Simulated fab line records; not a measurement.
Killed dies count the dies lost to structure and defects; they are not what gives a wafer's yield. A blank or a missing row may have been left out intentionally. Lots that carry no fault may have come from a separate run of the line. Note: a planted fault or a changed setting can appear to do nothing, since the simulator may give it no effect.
fab line records -- flow nandHarc -- part 2 of 2: steps 5 to 6 of 6
record lots=22, wafers=66, lastDay=25
route steps=1159 shown A_STAIRCASE@670 A_SGD_CUT@762 A_SLIT@791
lots that met no fault: taken from a fault-free run of the same line
startH: hours from the record's first day to the start of the lot's first wafer shown -- waitH: hours since the lot's step before -- " the same as in the row above -- L1.1+2: a row that stands for several wafers -- - value missing, or start not given -- * or withheld: withheld -- < > ~ a bound
route shown NAME@n: NAME is a module with steps in the file, n the number in the route of the first one -- usual: mean/standard deviation taken from wafers without a fault -- same: alike in all rows -- chamber/n: place in a boat -- sites: per-site readings -- _std_site: standard deviation across them -- _edge_site: inner sites' mean taken away from outer sites' mean -- radiusMm: for every site, how far away it sits from the centre of the wafer -- mask NAME#n: copy n -- behind: the tool/chamber that last shaped the wafer -- hold: cause of the lot's hold/its duration in hours/its outcome -- device: whichever transistor did not switch (one of n, p or np) -- end of line: the tests these same wafers got at the end of their route -- a step with no rows: only its recipe -- killed: count of dies lost to structure and defects at first sort (not the wafer's yield) -- map: shows each die of a wafer: x if killed, . if not, _ if none is there
set.NAME: setting as actually run; set.NAME@STEP: the setting as run at that earlier step -- model.NAME: the simulator's own value behind a step, which no gauge read
steps of the route over a sample of lots; a table a step, a row a wafer
services: when a tool's chamber went out of use (startH, in hours from the record's first day, below 0 if earlier), for how many hours, and the reason
## steps
# step NHARC_A_SGD_CUT_ETCH_15
# recipe targetDepthA=750, timeS=64.3, ch3fFlowSccm=50, o2FlowSccm=30, arFlowSccm=200, rfW=500, biasW=100, chemistry=CH3F/O2
# usual ch3fFlowSccm=50.00/0.15, drypumpMotorCurrentA=5.5/0.56, oesProductAu=0.961/0.018, rfVppV=264.1/1.5, showerheadPlenumPTorr=2.48/0.087, throttleValvePct=20.662/0.0091
lot.wafer,tool,chamber,startH,waitH,ch3fFlowSccm,drypumpMotorCurrentA,oesProductAu,rfHoursCounterH,rfVppV,showerheadPlenumPTorr,throttleValvePct
L074.2,rieDiel-04,1,-,-,49.99,6.1,0.968,2,264.6,2.51,20.669
L074.3,rieDiel-04,0,-,-,49.98,5.5,0.962,2,264.9,2.54,20.666
L074.5,rieDiel-04,2,-,-,50.16,4.8,0.962,-,261.6,2.36,20.650
L075.4,rieDiel-04,3,-,-,50.07,5.6,0.960,3,263.8,2.42,20.652
L075.3,rieDiel-04,0,-,-,49.54,5.4,0.964,3,264.4,2.54,20.661
L075.2,rieDiel-04,2,-,-,49.93,4.8,0.953,3,260.8,2.36,20.666
L077.3,rieDiel-06,2,-,-,50.10,5.7,0.971,4,263.0,2.43,20.646
L077.2,rieDiel-06,3,-,-,50.04,6.4,0.980,4,263.2,2.45,20.658
L077.6,rieDiel-06,2,-,-,49.84,5.7,0.961,-,264.9,2.43,20.656
L078.1,rieDiel-04,2,-,-,49.68,4.8,0.951,3,261.6,2.35,20.642
L078.3,rieDiel-04,1,-,-,50.13,6.1,0.944,3,265.0,2.51,20.676
L078.5,rieDiel-04,2,-,-,49.88,4.8,0.952,-,262.3,2.35,20.661
L076.3,rieDiel-10,3,-,-,49.90,5.4,0.983,14,263.4,2.41,20.678
L076.1,rieDiel-10,1,-,-,49.98,4.7,0.974,16,266.0,2.60,20.669
L076.6,rieDiel-10,2,-,-,49.97,6.3,0.961,-,263.2,2.38,20.665
L079.1,rieDiel-06,1,-,-,49.78,4.8,0.981,6,265.6,2.59,20.662
L079.6,rieDiel-06,0,-,-,49.90,5.1,0.960,-,265.2,2.62,20.667
L079.5,rieDiel-06,1,-,-,49.92,4.8,0.987,-,265.0,2.59,20.655
L080.4,rieDiel-06,2,-,-,50.07,5.7,0.958,6,263.5,2.43,20.656
L080.5,rieDiel-06,3,-,-,49.98,6.4,0.962,-,263.9,2.45,20.659
L080.6,rieDiel-06,0,-,-,49.94,5.1,0.978,-,266.0,2.62,20.665
L084.4,rieDiel-06,0,-,-,49.95,5.1,0.957,7,267.7,2.62,20.664
L084.3,rieDiel-06,2,-,-,49.90,5.7,0.979,7,264.1,2.43,20.674
L084.6,rieDiel-06,0,-,-,50.00,5.1,0.966,-,265.0,2.62,20.674
L083.2,rieDiel-06,1,-,-,50.18,4.8,0.962,7,266.6,2.59,20.637
L083.1,rieDiel-06,2,-,-,49.74,5.7,0.960,7,262.6,2.43,20.664
L083.6,rieDiel-06,0,-,-,49.87,5.1,0.950,-,266.3,2.62,20.671
L087.4,rieDiel-06,2,-,-,49.97,5.7,0.976,8,262.8,2.43,20.665
L087.6,rieDiel-06,1,-,-,49.66,4.8,0.981,-,266.7,2.59,20.632
L087.5,rieDiel-06,2,-,-,49.99,5.7,0.968,-,263.2,2.43,20.671
L086.2,rieDiel-10,3,-,-,49.98,5.4,0.978,3,264.2,2.41,20.676
L086.3,rieDiel-10,0,-,-,50.08,5.6,0.973,2,263.2,2.45,20.667
L086.5,rieDiel-10,1,-,-,49.74,4.7,0.979,-,265.6,2.60,20.667
L085.3,rieDiel-04,1,-,-,49.98,6.1,0.958,9,265.4,2.51,20.660
L085.2,rieDiel-04,0,-,-,49.95,5.5,0.957,11,266.8,2.54,20.663
L085.6,rieDiel-04,2,-,-,50.19,4.8,0.973,-,262.0,2.35,20.670
L088.4,rieDiel-10,1,-,-,50.21,4.7,0.950,4,265.1,2.60,20.670
L088.2,rieDiel-10,2,-,-,50.24,6.3,0.936,4,262.0,2.37,20.655
L088.5,rieDiel-10,3,-,-,50.19,5.4,0.961,-,260.7,2.41,20.664
L091.4,rieDiel-06,1,-,-,49.92,4.8,0.961,10,267.5,2.59,20.668
L091.5,rieDiel-06,0,-,-,49.96,5.1,0.971,-,266.4,2.62,20.662
L091.6,rieDiel-06,1,-,-,50.02,4.8,0.961,-,265.8,2.59,20.660
L089.1,rieDiel-04,1,-,-,50.11,6.0,0.946,11,264.3,2.51,20.667
L089.4,rieDiel-04,2,-,-,49.98,4.8,0.946,11,261.0,2.35,20.662
L089.3,rieDiel-04,3,-,-,49.96,5.6,0.975,12,263.2,2.42,20.658
L092.4,rieDiel-06,1,-,-,49.67,4.8,0.985,10,265.4,2.59,20.659
L092.3,rieDiel-06,0,-,-,49.69,5.1,0.979,10,266.6,2.62,20.650
L092.6,rieDiel-06,1,-,-,49.90,4.8,0.983,-,265.2,2.59,20.666
L090.3,rieDiel-10,2,-,-,49.71,6.3,0.943,7,262.7,2.37,20.664
L090.6,rieDiel-10,0,-,-,49.98,5.5,0.926,-,264.5,2.45,20.661
L090.5,rieDiel-10,1,-,-,49.96,4.6,0.954,-,264.6,2.60,20.664
L093.1,rieDiel-04,3,-,-,50.23,5.6,0.920,14,262.6,2.42,20.673
L093.3,rieDiel-04,1,-,-,50.10,6.0,0.914,12,265.0,2.51,20.659
L093.4,rieDiel-04,2,-,-,49.74,4.8,0.915,13,262.7,2.35,20.668
L094.4,rieDiel-10,1,-,-,49.80,4.7,0.994,7,265.4,2.60,20.653
L094.5,rieDiel-10,0,-,-,50.00,5.5,0.944,-,263.4,2.45,20.661
L094.6,rieDiel-10,1,-,-,49.92,4.6,0.992,-,264.8,2.60,20.654
L095.1,rieDiel-10,0,-,-,49.82,5.5,0.926,8,263.2,2.45,20.634
L095.6,rieDiel-10,2,-,-,49.99,6.3,0.926,-,262.0,2.37,20.668
L095.5,rieDiel-10,3,-,-,49.97,5.4,0.940,-,263.8,2.41,20.667
L097.3,rieDiel-06,2,-,-,50.24,5.7,0.975,1,264.3,2.43,20.653
L097.1,rieDiel-06,0,-,-,49.91,5.1,0.958,2,266.8,2.62,20.661
L097.6,rieDiel-06,2,-,-,50.14,5.7,0.967,-,262.8,2.43,20.653
L096.4,rieDiel-10,0,-,-,50.18,5.5,0.951,10,264.2,2.45,20.657
L096.2,rieDiel-10,2,-,-,49.89,6.3,0.957,11,262.7,2.37,20.663
L096.1,rieDiel-10,3,-,-,50.05,5.4,0.978,11,264.2,2.40,20.662
# step NHARC_A_SLIT_OVL_MEAS_10
# usual overlayXNm=-0.1/0.76, overlayYNm=-0.5/0.98
lot.wafer,tool,chamber,startH,waitH,overlayXNm,overlayYNm
L074.2,overlay-02,-,324.26,-,-0.1,0.9
L074.3,overlay-02,-,324.26,-,0.2,0.6
L074.5,overlay-02,-,324.26,-,0.4,-0.1
L075.2,overlay-01,-,330.20,-,0.4,1.2
L075.3,overlay-01,-,330.20,-,0.0,0.7
L075.4,overlay-01,-,330.20,-,0.5,0.4
L077.2,overlay-02,-,330.74,-,-1.2,-1.0
L077.3,overlay-02,-,330.74,-,-0.8,-1.2
L077.6,overlay-02,-,330.74,-,-1.1,-0.9
L078.1,overlay-02,-,337.22,-,-0.1,-0.1
L078.3,overlay-02,-,337.22,-,0.1,-0.4
L078.5,overlay-02,-,337.22,-,0.2,-0.7
L076.1,overlay-01,-,337.52,-,0.1,-0.9
L076.3,overlay-01,-,337.52,-,-0.3,-0.7
L076.6,overlay-01,-,337.52,-,0.3,-0.8
L079.1,overlay-01,-,358.36,-,-0.2,-2.1
L079.5,overlay-01,-,358.36,-,0.2,-1.9
L079.6,overlay-01,-,358.36,-,0.0,-1.3
L080.4,overlay-02,-,369.71,-,1.7,0.2
L080.5,overlay-02,-,369.71,-,2.0,0.0
L080.6,overlay-02,-,369.71,-,1.6,0.3
L084.3,overlay-02,-,371.34,-,0.8,1.1
L084.4,overlay-02,-,371.34,-,0.5,1.0
L084.6,overlay-02,-,371.34,-,0.9,1.3
L083.1,overlay-01,-,371.77,-,0.3,-0.3
L083.2,overlay-01,-,371.77,-,0.1,-0.4
L083.6,overlay-01,-,371.77,-,0.1,-0.2
L085.2,overlay-02,-,393.38,-,-0.6,1.9
L085.3,overlay-02,-,393.38,-,-0.2,1.3
L085.6,overlay-02,-,393.38,-,-0.1,1.7
L086.2,overlay-01,-,393.82,-,-1.7,-0.8
L086.3,overlay-01,-,393.82,-,-1.4,-1.3
L086.5,overlay-01,-,393.82,-,-1.4,-1.2
L087.4,overlay-02,-,395.30,-,-0.9,-0.6
L087.5,overlay-02,-,395.30,-,-0.5,-1.0
L087.6,overlay-02,-,395.30,-,-0.5,-1.3
L088.2,overlay-01,-,406.73,-,0.4,-1.6
L088.4,overlay-01,-,406.73,-,0.0,-1.7
L088.5,overlay-01,-,406.73,-,-0.3,-1.5
L091.4,overlay-01,-,418.94,-,0.6,0.8
L091.5,overlay-01,-,418.94,-,0.0,0.8
L091.6,overlay-01,-,418.94,-,0.1,0.5
L089.1,overlay-02,-,419.16,-,0.0,-1.1
L089.3,overlay-02,-,419.16,-,0.4,-1.3
L089.4,overlay-02,-,419.16,-,0.2,-1.8
L090.3,overlay-01,-,425.73,-,-0.2,-0.4
L090.5,overlay-01,-,425.73,-,-0.8,-0.4
L090.6,overlay-01,-,425.73,-,0.1,-0.8
L092.3,overlay-02,-,426.52,-,-1.5,-0.7
L092.4,overlay-02,-,426.52,-,-1.0,-0.1
L092.6,overlay-02,-,426.52,-,-1.4,-0.9
L093.1,overlay-01,-,431.63,-,0.6,-0.6
L093.3,overlay-01,-,431.63,-,0.1,-0.5
L093.4,overlay-01,-,431.63,-,0.3,-0.7
L094.4,overlay-01,-,433.15,-,-1.3,-1.1
L094.5,overlay-01,-,433.15,-,-1.8,-1.7
L094.6,overlay-01,-,433.15,-,-1.9,-1.5
L095.1,overlay-02,-,448.08,-,0.6,-1.5
L095.5,overlay-02,-,448.08,-,0.0,-1.6
L095.6,overlay-02,-,448.08,-,0.1,-1.2
L097.1,overlay-02,-,459.57,-,0.1,0.5
L097.3,overlay-02,-,459.57,-,0.0,1.0
L097.6,overlay-02,-,459.57,-,0.5,0.8
L096.1,overlay-02,-,467.10,-,-0.3,-0.6
L096.2,overlay-02,-,467.10,-,-0.1,-0.6
L096.4,overlay-02,-,467.10,-,0.6,-0.5
## services
tool,chamber,startH,hours,kind
rieDiel-01,0,236.41,21.0,repair
rieDiel-06,-,241.20,9.0,pm
rieDiel-13,-,276.00,9.0,pm
cmp-01,-,277.50,4.0,pm
rieDiel-04,3,279.05,5.2,repair
cmp-02,-,280.24,3.0,repair
rieDiel-06,-,280.99,0.3,repair
rieDiel-06,2,282.69,6.6,repair
rieDiel-04,2,287.36,3.3,repair
rieDiel-04,-,288.99,9.0,pm
rieDiel-10,3,304.42,5.9,repair
rieDiel-01,-,316.00,9.0,pm
rieDiel-04,2,318.05,1.9,repair
rieDiel-10,1,330.74,1.6,repair
rieDiel-04,3,349.22,6.0,repair
rieDiel-10,-,353.50,9.0,pm
rieDiel-01,1,369.10,7.0,repair
rieDiel-06,-,379.04,0.3,repair
rieDiel-12,-,379.58,9.0,pm
rieDiel-01,1,414.49,3.9,repair
rieDiel-06,-,418.20,9.0,pm
rieDiel-12,0,424.00,7.0,repair
rieDiel-12,1,447.06,3.3,repair
rieDiel-13,-,453.00,9.0,pm
